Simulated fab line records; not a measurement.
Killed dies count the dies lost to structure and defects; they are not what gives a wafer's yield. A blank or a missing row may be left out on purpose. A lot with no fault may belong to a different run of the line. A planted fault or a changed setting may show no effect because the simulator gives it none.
Comparing a struck lot with a sound one -- flow n5 finfet -- 14 out of 1938 route steps
Sound: these wafers, L188.1, L188.2, L188.6. Struck: wafers L204.1, L204.4. (L204.5 of the same lot was not struck and is left out.) The cause comes at the end.
Per side, at each step with rows, come the tool, then ch with its chambers, and then its first start. Under that, the readings that differ: sound wafers -- struck wafers -- difference of the means -- sigmas: that difference in standard deviations of wafers without a fault.
alike: words and numbers the same on both sides, and readings whose means are apart by under 2 such deviations; not compared: readings that were withheld, readings missing a value for some wafer, numbers with overlapping values and no deviation given by the record, and bounds like >300 which may hide the same value.
The two part at a step that has a row with sigmas, a row that says differs or no value, or rows on one side only. Numbers that have no deviation but don't overlap get no sigmas and don't part them. A reading that every wafer of one side lacks parts them only if that side has two wafers or more.

N5_BEOL_M13_TRENCH_ETCH_34: etches SiOC in C4F8/O2/Ar, target depth 413.47 nm, time 162.6 s.
  sound on rie diel-06 ch 0,1,3, day 11 15:55; struck on rie diel-01 ch 0,2, day 15 04:14
  alike: drypump motor current A, he outer torr, oes product au, rf vpp V, showerhead plenum p Torr, throttle valve pct
  not compared: rf hours counter h
then, 1 step without rows for these wafers: N5_BEOL_M13_STRIP_70 (strips in C4F8/O2/Ar).
N5_BEOL_M13_OCD_MEAS_35:
  sound on ocd-02, day 11 16:05; struck on ocd-02, day 15 04:25
  alike: trench depth nm
then, 1 step without rows for these wafers: N5_BEOL_M13_STRIP_37 (strips in N2/H2).
N5_BEOL_M13_ETCH_38: etches SiCN in CF4/N2, target depth 67.5 nm, time 71.9 s.
  sound on rie diel-01 ch 0,1, day 11 17:50; struck on rie diel-01 ch 1,2, day 15 04:40
  alike: drypump motor current A, oes product au, rf vpp V, showerhead plenum p Torr, throttle valve pct
  not compared: rf hours counter h
then, 2 steps without rows for these wafers: N5_BEOL_M13_PRECLEAN_39 (cleans in residue remover, time 60 s); N5_BEOL_M13_SRD_40 (time 30 s, dry time 30 s).
N5_BEOL_M13_DEGAS_41: time 60 s.
  sound on pvd sputter-02, day 11 18:16; struck on pvd sputter-02, day 15 04:52
  alike: heater power w
then, 1 step without rows for these wafers: N5_BEOL_M13_PRE_CLEAN_42 (time 30 s).
N5_BEOL_M13_SPUTTER_43: material TaN, target thk 15 nm, time 24.19 s.
  sound on pvd sputter-02, day 11 18:21; struck on pvd sputter-02, day 15 04:56
  alike: throttle valve pct
N5_BEOL_M13_SPUTTER_44: material Ta, target thk 10 nm, time 16.13 s.
  sound on pvd sputter-02, day 11 18:26; struck on pvd sputter-02, day 15 05:01
  alike: throttle valve pct
then, 1 step without rows for these wafers: N5_BEOL_M13_SPUTTER_45 (material Cu, target thk 80 nm, time 13.33 s).
N5_BEOL_M13_ECD_47: material Cu, target thk 936 nm.
  sound on ecd cu-02 ch 0,1, day 11 18:40; struck on ecd cu-01 ch 0, day 15 05:13
reading,sound,struck,difference,sigmas
model.Cu_of_BEOL_M13_ECD_47.thk nm (nm),922.6 948.2 914.6,1274 1295,+356,
then, 1 step without rows for these wafers: N5_BEOL_M13_ANNEAL_48 (time 90 s).

WHERE THEY PART
Nowhere in this record.

WHY: whatever the simulator had introduced
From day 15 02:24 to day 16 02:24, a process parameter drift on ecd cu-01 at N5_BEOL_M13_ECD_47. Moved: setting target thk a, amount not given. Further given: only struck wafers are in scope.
